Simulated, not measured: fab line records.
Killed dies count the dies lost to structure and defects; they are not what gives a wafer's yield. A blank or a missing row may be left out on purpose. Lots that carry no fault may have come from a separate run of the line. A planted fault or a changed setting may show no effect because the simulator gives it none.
Chamber matching -- flow nand-harc -- NHARC_A_SGD_CUT_DEP_00 on pecvd-02: 3 sister chambers
The step deposits SiNx, target thk 50 nm. 3 wafers are shown with their chamber, then 12 later ones without.

## WAFERS, EACH WITH ITS CHAMBER
wafer,chamber,heater-power-w (W)
L088.2,1,555
L092.3,2,771
L092.6,0,584

## WAFERS WHOSE CHAMBER IS MISSING
wafer,heater-power-w (W)
L095.1,540
L095.2,643
L095.3,661
L093.1,737
L093.3,646
L093.4,743
L096.2,626
L096.5,621
L096.6,629
L097.1,613
L097.3,730
L097.5,612

## THE CHAMBER EACH PASSED THROUGH
wafer,from the rows above,in truth
L095.1,can't be placed: 1 or 0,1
L095.2,can't be placed: 0 or 1 or 2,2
L095.3,can't be placed: 0 or 1 or 2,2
L093.1,2,2
L093.3,can't be placed: 0 or 1 or 2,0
L093.4,2,2
L096.2,can't be placed: 0 or 1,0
L096.5,can't be placed: 0 or 1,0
L096.6,can't be placed: 0 or 1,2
L097.1,can't be placed: 0 or 1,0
L097.3,2,2
L097.5,can't be placed: 0 or 1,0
Correct placement for 3 of the 12. These rows do not allow placing 9 (true chamber among the candidates in 8). 0 placed wrongly.
How it was worked out, from the rows above alone: a wafer's distance from a chamber is the root of the sum, over the readings, of the square of ((its reading less the chamber's mean) divided by the reading's scatter). The wafer belongs to the nearest chamber; if the next one is less than 2 further off, it can't be placed. Each chamber's mean is taken over the wafers shown for it. The scatter (one wafer shown for each chamber): square how far every hidden wafer sits from the nearest shown wafer, average those squares and take the square root.
